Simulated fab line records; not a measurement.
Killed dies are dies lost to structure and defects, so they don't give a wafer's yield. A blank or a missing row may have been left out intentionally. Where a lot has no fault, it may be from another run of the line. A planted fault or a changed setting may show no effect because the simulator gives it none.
fab line records | flow n5Finfet | part 2 of 2: steps 25 to 34 of 34
record: lots: 5 | wafers: 15 | lastDay: 17
route steps=1938 shown PMOS_HMC_CHANNEL_EPI@67 FIN_SAQP@90
lots untouched by any fault: they come from a run of this same line in which no faults occurred
startH: hours from the record's first day to the start of the lot's first wafer shown | waitH: how many hours have passed since the lot's step before this one | " same as the row above | L1.1+2: one row covering several wafers at once | - value missing, or start not given | * or withheld: withheld | < > ~ a bound
route shown NAME@n: names a module that has steps shown in the file, with the first one's number in the route | usual: average and standard deviation across the fault-free wafers | same: alike in all rows | chamber/n: place in a boat | sites: readings site by site | _std_site: the values' standard deviation | _edge_site: inner sites' mean taken away from outer sites' mean | radiusMm: how far each site lies from the wafer's centre | mask NAME#n: copy n | behind: tool/chamber where the wafer was last shaped | hold: cause of the lot's hold/its duration in hours/its outcome | device: names the non-switching transistor (n, p or np) | end of line: tests run on the same wafers once the route is complete | a step given without rows: its recipe and nothing more | killed: not the wafer's yield, but the dies lost to structure and defects at the first sort | map: per-die view of a wafer (x killed, . not killed, _ where there is no die)
set.NAME: the setting that was run; set.NAME@STEP: the one run at that earlier step | model.NAME: the simulator's own value behind a step, which no gauge read
certain route steps with their lots: each step a table, each wafer a row
services: when a tool's chamber went out of use (startH, in hours from the record's first day, below 0 if earlier), for how many hours, and the reason
== steps ==
step: N5_FIN_SAQP_PRECLEAN_44
recipe: chemistry: SC2 | timeS: 45 | tempC: 35 | mix: 1:1:50
lot.wafer  | tool        | chamber | startH | waitH
L074.1+5+6 | wetBench-03 | 1,2,7   | 20.57  | 0.0
L085.1+2+4 | wetBench-06 | 6,7,2   | 86.31  | 0.0
L088.1+3+4 | wetBench-03 | 6,0,5   | 103.95 | 0.0
L090.1+4+5 | wetBench-05 | 6,3,1   | 117.13 | 0.0
L096.2+4+5 | wetBench-03 | 3,2,4   | 152.68 | 0.0
step: N5_FIN_SAQP_SRD_01
recipe: dry: ipaMarangoni | timeS: 30 | tempC: 23 | rinseLiquid: diw
lot.wafer  | tool        | chamber | startH | waitH
L074.1+5+6 | wetBench-03 | 1,2,7   | 20.59  | 0.0
L085.1+2+4 | wetBench-06 | 6,7,2   | 86.33  | 0.0
L088.1+3+4 | wetBench-03 | 6,0,5   | 103.97 | 0.0
L090.1+4+5 | wetBench-05 | 6,3,1   | 117.14 | 0.0
L096.2+4+5 | wetBench-03 | 3,2,4   | 152.70 | 0.0
step: N5_FIN_SAQP_ALD_61
recipe: material: SiO2 | targetThkA: 40 | tempC: 300 | aldPrecursorFamily: BDEAS | aldCoReactant: O2-plasma | pulseTimeS: 1 | purgeTimeS: 2 | coReactantPurgeTimeS: 2 | aldCycles: 43 | pressureTorr: 2
usual: heaterPowerW: 464/47 | precursorPulseHeightRel: 0.998/0.022
lot.wafer | tool      | chamber | startH | waitH | heaterPowerW | precursorPulseHeightRel
L074.1    | aldSin-02 | 1       | 21.33  | 0.7   | 511          | 1.014
L074.5    | "         | 1       | "      | "     | 505          | 1.011
L074.6    | "         | 2       | "      | "     | 445          | 0.985
L085.1    | aldSin-02 | 1       | 86.61  | 0.3   | 496          | 1.010
L085.2    | "         | 0       | "      | "     | 412          | 0.976
L085.4    | "         | 2       | "      | "     | 443          | 0.981
L088.1    | aldSin-03 | 1       | 104.01 | 0.0   | 455          | 1.010
L088.3    | "         | 0       | "      | "     | 490          | 1.058
L088.4    | "         | 2       | "      | "     | 372          | 0.988
L090.1    | aldSin-04 | 2       | 117.56 | 0.4   | 492          | 0.986
L090.4    | "         | 3       | "      | "     | 422          | 1.001
L090.5    | "         | 3       | "      | "     | 419          | 1.014
L096.2    | aldSin-04 | 2       | 152.74 | 0.0   | 504          | 1.000
L096.4    | "         | 1       | "      | "     | 541          | 0.998
L096.5    | "         | 2       | "      | "     | 506          | 0.969
step: N5_FIN_SAQP_DENSIFY_62
recipe: tempC: 700 | timeS: 60 | ambient: N2 | idleTempC: 600 | rampUpCPerS: 150 | rampDownCPerS: 60 | coolToC: 600
usual: lampPowerPct: 9.85/0.052 | lamp_zone_2_pct: 9.844/0.01 | wafer_temp_C_max: 703.5/0.69
lot.wafer | tool         | chamber | startH | waitH | lampPowerPct | lamp_zone_2_pct | wafer_temp_C_max
L074.1    | rtpAnneal-01 | 0       | 21.53  | 0.1   | 9.82         | 9.830           | 703.3
L074.5    | "            | 0       | "      | "     | 9.83         | 9.841           | 704.1
L074.6    | "            | 0       | "      | "     | 9.76         | 9.826           | 703.7
L085.1    | rtpAnneal-02 | 0       | 86.81  | 0.1   | 9.89         | 9.838           | 702.6
L085.2    | "            | 0       | "      | "     | 9.87         | 9.859           | 703.7
L085.4    | "            | 0       | "      | "     | 9.91         | 9.849           | 702.9
L088.1    | rtpAnneal-02 | 0       | 104.21 | 0.1   | 9.92         | 9.845           | 703.2
L088.3    | "            | 0       | "      | "     | 9.91         | 9.840           | 703.8
L088.4    | "            | 0       | "      | "     | 9.88         | 9.845           | 704.6
L090.1    | rtpAnneal-02 | 0       | 117.91 | 0.3   | 9.77         | 9.834           | 703.1
L090.4    | "            | 0       | "      | "     | 9.80         | 9.850           | 703.0
L090.5    | "            | 0       | "      | "     | 9.84         | 9.833           | 702.8
L096.2    | rtpAnneal-01 | 0       | 152.99 | 0.2   | 9.86         | 9.848           | 703.4
L096.4    | "            | 0       | "      | "     | 9.83         | 9.858           | 703.1
L096.5    | "            | 0       | "      | "     | 9.86         | 9.840           | 702.2
step: N5_FIN_SAQP_HM_DEP_03
recipe: material: SiNx | targetThkA: 380 | tempC: 400 | precursor: SiH4/NH3/N2 | pressureTorr: 1.5 | rfW: 300 | timeS: 33.6
usual: heaterPowerW: 775/78 | showerheadPlenumPTorr: 5.19/0.035 | throttleValvePct: 38.6/1.8
lot.wafer | tool     | chamber | startH | waitH | heaterPowerW | showerheadPlenumPTorr | throttleValvePct
L074.1    | pecvd-01 | 0       | 21.76  | 0.2   | 809          | 5.20                  | 41.8
L074.5    | "        | 2       | "      | "     | 658          | 5.14                  | 37.5
L074.6    | "        | 1       | "      | "     | 730          | 5.17                  | 39.3
L085.1    | pecvd-01 | 1       | 87.04  | 0.2   | 636          | 5.16                  | 39.3
L085.2    | "        | 0       | "      | "     | 817          | 5.20                  | 42.3
L085.4    | "        | 2       | "      | "     | 670          | 5.15                  | 37.6
L088.1    | pecvd-04 | 0       | 104.61 | 0.3   | 831          | 5.24                  | 38.6
L088.3    | "        | 2       | "      | "     | 660          | 5.17                  | 41.0
L088.4    | "        | 1       | "      | "     | 875          | 5.15                  | 35.8
L090.1    | pecvd-03 | 2       | 118.12 | 0.2   | 932          | 5.20                  | 37.7
L090.4    | "        | 2       | "      | "     | 929          | 5.20                  | 37.7
L090.5    | "        | 2       | "      | "     | 928          | 5.19                  | 37.9
L096.2    | pecvd-01 | 2       | 153.18 | 0.2   | 788          | 5.14                  | 37.9
L096.4    | "        | 0       | "      | "     | 723          | 5.19                  | 42.2
L096.5    | "        | 1       | "      | "     | 660          | 5.16                  | 39.2
step: N5_FIN_SAQP_THK_MEAS_05
usual: thkNm: 38.0/0.44
lot.wafer | tool         | chamber | startH | waitH | thkNm
L074.1    | filmMetro-01 | -       | 21.85  | 0.1   | 37.8
L074.5    | "            | -       | "      | "     | 38.2
L074.6    | "            | -       | "      | "     | 38.2
L085.1    | filmMetro-02 | -       | 87.13  | 0.1   | 38.0
L085.2    | "            | -       | "      | "     | 38.0
L085.4    | "            | -       | "      | "     | 38.1
L088.1    | filmMetro-02 | -       | 104.70 | 0.1   | 37.4
L088.3    | "            | -       | "      | "     | 37.5
L088.4    | "            | -       | "      | "     | 38.0
L090.1    | filmMetro-01 | -       | 118.24 | 0.1   | 36.8
L090.4    | "            | -       | "      | "     | 37.5
L090.5    | "            | -       | "      | "     | 37.8
L096.2    | filmMetro-01 | -       | 153.27 | 0.1   | 37.1
L096.4    | "            | -       | "      | "     | 38.2
L096.5    | "            | -       | "      | "     | 39.0
step: N5_FIN_SAQP_PECVD_47
recipe: material: a-Si | targetThkA: 450 | tempC: 400 | precursor: SiH4/He | pressureTorr: 3 | rfW: 100 | timeS: 36.3
usual: heaterPowerW: 849/71 | showerheadPlenumPTorr: 5.702/0.028 | throttleValvePct: 17.7/0.85
lot.wafer | tool     | chamber | startH | waitH | heaterPowerW | showerheadPlenumPTorr | throttleValvePct
L074.1    | pecvd-03 | 2       | 21.88  | 0.0   | 969          | 5.703                 | 16.9
L074.5    | "        | 0       | "      | "     | 831          | 5.746                 | 17.5
L074.6    | "        | 1       | "      | "     | 885          | 5.727                 | 17.8
L085.1    | pecvd-04 | 0       | 87.17  | 0.0   | 936          | 5.740                 | 17.7
L085.2    | "        | 2       | "      | "     | 804          | 5.701                 | 18.5
L085.4    | "        | 0       | "      | "     | 907          | 5.735                 | 17.8
L088.1    | pecvd-01 | 0       | 104.73 | 0.0   | 881          | 5.695                 | 19.4
L088.3    | "        | 1       | "      | "     | 798          | 5.691                 | 18.0
L088.4    | "        | 2       | "      | "     | 830          | 5.657                 | 17.3
L090.1    | pecvd-01 | 1       | 118.27 | 0.0   | 701          | 5.685                 | 18.1
L090.4    | "        | 0       | "      | "     | 897          | 5.711                 | 19.0
L090.5    | "        | 2       | "      | "     | 748          | 5.662                 | 17.3
L096.2    | pecvd-04 | 0       | 153.30 | 0.0   | 894          | 5.729                 | 17.8
L096.4    | "        | 0       | "      | "     | 897          | 5.742                 | 17.3
L096.5    | "        | 2       | "      | "     | 798          | 5.690                 | 18.7
step: N5_FIN_SAQP_PECVD_48
recipe: material: SiNx | targetThkA: 250 | tempC: 400 | precursor: SiH4/NH3/N2 | pressureTorr: 1.5 | rfW: 300 | timeS: 22.1
usual: heaterPowerW: 780/71 | showerheadPlenumPTorr: 5.19/0.037 | throttleValvePct: 38.8/1.9
lot.wafer | tool     | chamber | startH | waitH | heaterPowerW | showerheadPlenumPTorr | throttleValvePct
L074.1    | pecvd-03 | 2       | 21.92  | 0.0   | 897          | 5.19                  | 37.3
L074.5    | "        | 0       | "      | "     | 805          | 5.24                  | 37.8
L074.6    | "        | 1       | "      | "     | 766          | 5.21                  | 39.4
L085.1    | pecvd-04 | 0       | 87.21  | 0.0   | 807          | 5.24                  | 38.5
L085.2    | "        | 2       | "      | "     | 664          | 5.18                  | 41.3
L085.4    | "        | 0       | "      | "     | 826          | 5.24                  | 39.0
L088.1    | pecvd-01 | 0       | 104.77 | 0.0   | 807          | 5.20                  | 42.2
L088.3    | "        | 1       | "      | "     | 625          | 5.17                  | 39.2
L088.4    | "        | 2       | "      | "     | 717          | 5.13                  | 37.5
L090.1    | pecvd-01 | 1       | 118.32 | 0.0   | 770          | 5.17                  | 39.3
L090.4    | "        | 0       | "      | "     | 825          | 5.19                  | 42.7
L090.5    | "        | 2       | "      | "     | 792          | 5.13                  | 37.8
L096.2    | pecvd-04 | 0       | 153.34 | 0.0   | 838          | 5.24                  | 38.9
L096.4    | "        | 0       | "      | "     | 862          | 5.22                  | 38.7
L096.5    | "        | 2       | "      | "     | 723          | 5.18                  | 41.2
step: N5_FIN_SAQP_PECVD_06
recipe: material: a-Si | targetThkA: 600 | tempC: 400 | precursor: SiH4/He | pressureTorr: 3 | rfW: 100 | timeS: 48.1
usual: heaterPowerW: 844/76 | showerheadPlenumPTorr: 5.703/0.026 | throttleValvePct: 17.7/0.86
lot.wafer | tool     | chamber | startH | waitH | heaterPowerW | showerheadPlenumPTorr | throttleValvePct
L074.1    | pecvd-03 | 2       | 21.96  | 0.0   | 977          | 5.716                 | 16.8
L074.5    | "        | 0       | "      | "     | 878          | 5.761                 | 17.2
L074.6    | "        | 1       | "      | "     | 737          | 5.725                 | 17.8
L085.1    | pecvd-04 | 0       | 87.25  | 0.0   | 886          | 5.743                 | 17.6
L085.2    | "        | 2       | "      | "     | 787          | 5.706                 | 18.7
L085.4    | "        | 0       | "      | "     | 915          | 5.724                 | 17.8
L088.1    | pecvd-01 | 0       | 104.81 | 0.0   | 861          | 5.715                 | 18.9
L088.3    | "        | 1       | "      | "     | 814          | 5.680                 | 17.9
L088.4    | "        | 2       | "      | "     | 873          | 5.657                 | 17.3
L090.1    | pecvd-01 | 1       | 118.35 | 0.0   | 718          | 5.677                 | 18.0
L090.4    | "        | 0       | "      | "     | 869          | 5.704                 | 19.6
L090.5    | "        | 2       | "      | "     | 739          | 5.669                 | 17.3
L096.2    | pecvd-04 | 0       | 153.38 | 0.0   | 783          | 5.742                 | 17.7
L096.4    | "        | 0       | "      | "     | 811          | 5.724                 | 17.9
L096.5    | "        | 2       | "      | "     | 763          | 5.698                 | 18.9
step: N5_FIN_SAQP_THK_MEAS_07
usual: thkNm: 60.2/0.81
lot.wafer | tool         | chamber | startH | waitH | thkNm
L074.1    | filmMetro-01 | -       | 22.07  | 0.1   | 59.6
L074.5    | "            | -       | "      | "     | 60.9
L074.6    | "            | -       | "      | "     | 61.0
L085.1    | filmMetro-02 | -       | 87.34  | 0.1   | 58.1
L085.2    | "            | -       | "      | "     | 59.3
L085.4    | "            | -       | "      | "     | 58.8
L088.1    | filmMetro-02 | -       | 104.90 | 0.1   | 59.6
L088.3    | "            | -       | "      | "     | 59.8
L088.4    | "            | -       | "      | "     | 61.0
L090.1    | filmMetro-02 | -       | 118.44 | 0.1   | 60.1
L090.4    | "            | -       | "      | "     | 59.8
L090.5    | "            | -       | "      | "     | 60.7
L096.2    | filmMetro-02 | -       | 153.47 | 0.1   | 60.2
L096.4    | "            | -       | "      | "     | 60.2
L096.5    | "            | -       | "      | "     | 60.6
== services ==
tool         | chamber | startH | hours | kind
aldSin-04    | -       | -4.34  | 14.0  | pm
cmp-03       | -       | 14.84  | 1.1   | repair
rieDiel-02   | 3       | 16.09  | 6.7   | repair
rtpAnneal-02 | -       | 29.01  | 48.5  | pm
rieSi-04     | 3       | 41.10  | 3.7   | repair
wetBench-03  | -       | 41.85  | 1.1   | repair
rieSi-01     | -       | 59.69  | 1.5   | repair
cmp-03       | -       | 62.76  | 1.4   | repair
aldSin-02    | 3       | 71.18  | 6.8   | repair
rieDiel-03   | 2       | 73.19  | 12.5  | repair
pecvd-04     | 2       | 74.98  | 3.1   | repair
epiRpcvd-01  | -       | 75.20  | 2.8   | pm
rieDiel-02   | 3       | 88.48  | 5.4   | repair
rieSi-02     | 2       | 101.70 | 3.4   | repair
cmp-02       | -       | 118.16 | 4.0   | pm
pecvd-04     | -       | 121.24 | 0.4   | repair
rieSi-01     | 3       | 121.54 | 2.4   | repair
rieSi-04     | 2       | 122.89 | 4.2   | repair
epiRpcvd-02  | -       | 134.45 | 2.0   | repair
rieDiel-01   | 3       | 135.89 | 14.2  | repair
rieDiel-02   | 0       | 141.71 | 3.3   | repair
pecvd-01     | -       | 145.65 | 1.2   | repair
rieDiel-03   | 3       | 151.46 | 4.3   | repair
wetBench-02  | -       | 151.51 | 1.9   | repair
